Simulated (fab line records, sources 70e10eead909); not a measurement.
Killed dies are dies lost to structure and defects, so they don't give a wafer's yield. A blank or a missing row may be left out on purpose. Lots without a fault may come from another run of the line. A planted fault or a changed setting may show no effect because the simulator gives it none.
Which tool did it? | flow nand_harc | 13 lots, 39 wafers sampled, at 5 steps of a route of 1302

WHAT THE GAUGES READ, wafer by wafer
NHARC_A_CONTACT_CD_MEAS_15. Usual: cd_nm 190.2 nm, standard deviation 0.68.
lot  | measured     | on        | cd_nm (nm)        | flag
L256 | day 22 17:49 | cd_sem-03 | 190.3 189.4 190.0 |
L255 | day 23 01:23 | cd_sem-01 | 189.9 192.0 191.6 |
L260 | day 23 14:32 | cd_sem-02 | 190.3 190.7 190.5 |
L262 | day 25 00:21 | cd_sem-01 | 191.1 191.4 190.1 |
L264 | day 26 05:03 | cd_sem-02 | 189.5 190.5 189.7 |
L269 | day 28 05:19 | cd_sem-03 | 190.8 192.0 190.4 |
L270 | day 28 13:43 | cd_sem-03 | 191.3 189.9 189.4 |
L271 | day 29 08:19 | cd_sem-02 | 190.5 191.9 190.5 |
L273 | day 29 13:48 | cd_sem-02 | 189.8 191.1 190.9 |
L272 | day 29 16:54 | cd_sem-01 | 190.9 191.3 189.6 |
L274 | day 30 09:55 | cd_sem-03 | 189.9 189.7 189.9 |
L275 | day 30 16:34 | cd_sem-02 | 189.7 190.0 189.5 |
L278 | day 31 08:49 | cd_sem-01 | 189.5 190.1 189.9 |

NHARC_END_SORT_01. Usual: killed_at_array 54, standard deviation 12; killed_at_other 0.7, standard deviation 1.1; killed_at_periphery 3.9, standard deviation 2.8; killed_dies 59, standard deviation 13; killed_open 3.4, standard deviation 2; killed_short 2.5, standard deviation 1.7.
lot  | measured     | on        | killed_at_array | killed_at_other | killed_at_periphery | killed_dies | killed_open | killed_short | flag
L255 | day 25 02:08 | prober-01 | 44 49 48        | 1 1 1           | 5 7 5               | 50 57 54    | 6 8 7       | 5 4 2        |
L260 | day 25 15:37 | prober-02 | 57 63 66        | 0 2 0           | 5 4 6               | 62 69 72    | 4 2 2       | 2 4 0        |
L262 | day 26 22:44 | prober-01 | 84 63 78        | 0 2 2           | 3 4 6               | 87 69 86    | 4 2 2       | 1 1 4        |
L270 | day 30 14:28 | prober-01 | 70 54 58        | 0 1 0           | 7 4 5               | 77 59 63    | 5 2 3       | 4 3 1        |
L272 | day 31 16:37 | prober-02 | 68 61 58        | 0 1 0           | 2 4 2               | 70 66 60    | 5 3 3       | 5 3 2        |

WHICH TOOL RAN EACH LOT (tool, then ch and the chambers of the sampled wafers, then the start)
lot  | NHARC_A_CONTACT_ETCH_138             | NHARC_A_CONTACT_ETCH_92            | NHARC_A_BLC_SOFTBAKE_05
L256 | har_cap_etch-02 ch 0,1, day 22 16:49 | rie_diel-11 ch 0,1,2, day 22 17:38 | litho_track-04 ch 0, day 22 20:00
L255 | har_cap_etch-02 ch 0,1, day 23 00:17 | rie_diel-04 ch 0,1,3, day 23 01:08 | litho_track-04 ch 0, day 23 03:00
L260 | har_cap_etch-02 ch 0,1, day 23 13:32 | rie_diel-04 ch 0,3, day 23 14:20   | litho_track-06 ch 0, day 23 17:00
L262 | har_cap_etch-02 ch 0,1, day 24 23:19 | rie_diel-04 ch 0,2,3, day 25 00:10 | litho_track-04 ch 0, day 25 02:00
L264 | har_cap_etch-01 ch 0,1, day 26 04:01 | rie_diel-11 ch 1,2,3, day 26 04:50 | litho_track-01 ch 0, day 26 07:00
L269 | har_cap_etch-03 ch 0,1, day 28 04:19 | rie_diel-04 ch 1,2,3, day 28 05:07 | litho_track-01 ch 0, day 28 07:00
L270 | har_cap_etch-03 ch 0,1, day 28 12:44 | rie_diel-04 ch 0,1,3, day 28 13:31 | litho_track-06 ch 0, day 28 16:00
L271 | har_cap_etch-03 ch 0,1, day 29 07:20 | rie_diel-04 ch 0,1,3, day 29 08:08 | litho_track-06 ch 0, day 29 10:00
L273 | har_cap_etch-02 ch 0,1, day 29 12:48 | rie_diel-04 ch 2,3, day 29 13:35   | litho_track-06 ch 0, day 29 16:00
L272 | har_cap_etch-03 ch 0,1, day 29 15:55 | rie_diel-04 ch 0,2,3, day 29 16:41 | litho_track-01 ch 0, day 29 19:00
L274 | har_cap_etch-02 ch 0, day 30 08:52   | rie_diel-11 ch 1,2,3, day 30 09:43 | litho_track-01 ch 0, day 30 12:00
L275 | har_cap_etch-01 ch 0,1, day 30 15:34 | rie_diel-11 ch 1,2,3, day 30 16:22 | litho_track-01 ch 0, day 30 19:00
L278 | har_cap_etch-01 ch 0,1, day 31 07:49 | rie_diel-11 ch 0,1,3, day 31 08:36 | litho_track-06 ch 0, day 31 11:00
- NHARC_A_CONTACT_ETCH_138: etches the open film in C4F8/O2/Ar, time 311 s, target depth 1914 nm.
- NHARC_A_CONTACT_ETCH_92: etches the open film in CH3F/O2, target depth 40 nm, time 85.7 s.
- NHARC_A_BLC_SOFTBAKE_05: time 55 s.

WHAT THE TOOLS THEMSELVES READ (means of the sampled wafers that have a number; where no wafer has one, the mark that the record gives instead)
NHARC_A_CONTACT_ETCH_92. Usual: drypump_motor_current_A 5.4 A, standard deviation 0.5; oes_product_au 0.936 a.u., standard deviation 0.024; rf_vpp_V 244.5 V, standard deviation 1.5; showerhead_plenum_p_Torr 2.47 Torr, standard deviation 0.1; throttle_valve_pct 20.662 %, standard deviation 0.0088.
lot  | tool        | drypump_motor_current_A (A) | oes_product_au (a.u.) | rf_vpp_V (V) | showerhead_plenum_p_Torr (Torr) | throttle_valve_pct (%) | flag
L256 | rie_diel-11 | 5.2                         | 0.917                 | 245.1        | 2.49                            | 20.660                 |
L255 | rie_diel-04 | 5.6                         | 0.934                 | 245.0        | 2.45                            | 20.661                 |
L260 | rie_diel-04 | 5.3                         | 0.994                 | 243.8        | 2.44                            | 20.657                 |
L262 | rie_diel-04 | 5.6                         | 0.930                 | 245.0        | 2.51                            | 20.673                 |
L264 | rie_diel-11 | 5.4                         | 0.923                 | 244.2        | 2.48                            | 20.664                 |
L269 | rie_diel-04 | 5.7                         | 0.933                 | 245.0        | 2.46                            | 20.667                 |
L270 | rie_diel-04 | 5.6                         | 0.930                 | 244.2        | 2.44                            | 20.663                 |
L271 | rie_diel-04 | 5.5                         | 1.007                 | 244.1        | 2.44                            | 20.661                 |
L273 | rie_diel-04 | 5.5                         | 0.924                 | 244.3        | 2.44                            | 20.658                 |
L272 | rie_diel-04 | 5.6                         | 0.924                 | 245.4        | 2.50                            | 20.662                 |
L274 | rie_diel-11 | 5.5                         | 0.926                 | 245.2        | 2.47                            | 20.668                 |
L275 | rie_diel-11 | 5.4                         | 0.933                 | 244.5        | 2.47                            | 20.666                 |
L278 | rie_diel-11 | 5.0                         | 0.932                 | 244.7        | 2.46                            | 20.668                 |

NHARC_A_BLC_SOFTBAKE_05. Usual: exhaust_pa 44.9 Pa, standard deviation 0.92; heater_power_total_W 188.45 W, standard deviation 0.14.
lot  | tool           | exhaust_pa (Pa) | heater_power_total_W (W) | flag
L256 | litho_track-04 | 46.0            | 188.57                   |
L255 | litho_track-04 | 44.0            | 188.40                   |
L260 | litho_track-06 | 44.7            | 188.36                   |
L262 | litho_track-04 | 46.0            | 175.45                   | OFF
L264 | litho_track-01 | 44.3            | 188.43                   |
L269 | litho_track-01 | 44.6            | 188.44                   |
L270 | litho_track-06 | 45.1            | 188.37                   |
L271 | litho_track-06 | 44.7            | 188.34                   |
L273 | litho_track-06 | 44.9            | 188.42                   |
L272 | litho_track-01 | 44.7            | 188.63                   |
L274 | litho_track-01 | 44.7            | 188.45                   |
L275 | litho_track-01 | 44.2            | 188.45                   |
L278 | litho_track-06 | 45.6            | 188.46                   |

THE ANSWER, worked out from the rows above alone
Rule: a lot is off if the mean of its wafers that have a number lies more than 3 standard deviations from the usual mean. A lot without any number at a reading at which 4 lots or more have one is off too. The other lots that the step has rows for count as sound. The gauges are gone through in route order, then the tools' own readings, and for those a lot's mean is taken as printed above. The first step at which some lot is off is used, and at that step the reading that is off furthest; a lot without a number counts as furthest.
Off: L262, at NHARC_A_BLC_SOFTBAKE_05 (heater_power_total_W).
A tool fits if, at that step or a process step before it, it ran every lot that is off, and no sound lot after the first of them. One fits: litho_track-04 at NHARC_A_BLC_SOFTBAKE_05. Its last sound lot is L255 (day 23 03:00), its first lot that is off L262 (day 25 02:00): a fault that began between those two fits.
The tool's own readings at NHARC_A_BLC_SOFTBAKE_05 bear it out: on the lots that are off they differ by more than 5 times the standard deviation of the sound lots' means. heater_power_total_W reads 175.45 W there against 188.44 W on the sound lots.

WHAT THE SIMULATOR HAD PUT IN
Process parameter drift: litho_track-04, from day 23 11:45 on, at NHARC_A_BLC_SOFTBAKE_05. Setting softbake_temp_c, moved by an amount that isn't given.
Lots struck among those shown: L262. The rule above found the same.
